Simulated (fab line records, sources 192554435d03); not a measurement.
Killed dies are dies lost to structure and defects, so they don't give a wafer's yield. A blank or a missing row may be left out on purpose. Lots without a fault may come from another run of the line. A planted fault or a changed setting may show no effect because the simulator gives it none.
Chamber matching | flow n5_finfet | N5_BEOL_M5_ETCH_67 on rie_diel-03: 4 sister chambers
The step etches SiARC in CF4, target depth 15.6 nm, time 26 s. 4 wafers are shown with their chamber, then 11 later ones without.

WAFERS WITH THEIR CHAMBER
wafer  | chamber | drypump_motor_current_A (A)
L093.2 | 2       | 5.2
L093.3 | 1       | 5.0
L093.4 | 3       | 6.5
L092.1 | 0       | 5.9

WAFERS WITHOUT THEIR CHAMBER
wafer  | drypump_motor_current_A (A)
L092.2 | 5.0
L092.3 | 5.3
L092.4 | 6.5
L092.5 | 6.5
L092.6 | 5.9
L095.2 | 6.5
L095.5 | 5.9
L095.6 | 5.0
L094.3 | 5.2
L094.4 | 6.5
L094.6 | 6.5

WHICH CHAMBER EACH WENT THROUGH
wafer  | from the rows above | in truth
L092.2 | 1                   | 1
L092.3 | 2                   | 2
L092.4 | 3                   | 3
L092.5 | 3                   | 3
L092.6 | 0                   | 0
L095.2 | 3                   | 3
L095.5 | 0                   | 0
L095.6 | 1                   | 1
L094.3 | 2                   | 2
L094.4 | 3                   | 3
L094.6 | 3                   | 3
Placed correctly: 11 of 11. Can't be placed from these rows: 0. Placed wrongly: 0.
How it was worked out, from the rows above alone: a wafer's distance from a chamber is the root of the sum, over the readings, of the square of ((its reading less the chamber's mean) divided by the reading's scatter). The wafer belongs to the nearest chamber; if the next one is less than 2 further off, it can't be placed. A chamber's mean is the mean of its shown wafers. The scatter: with one shown wafer a chamber, the root of the mean of the squares of how far each hidden wafer lies from its nearest shown one.
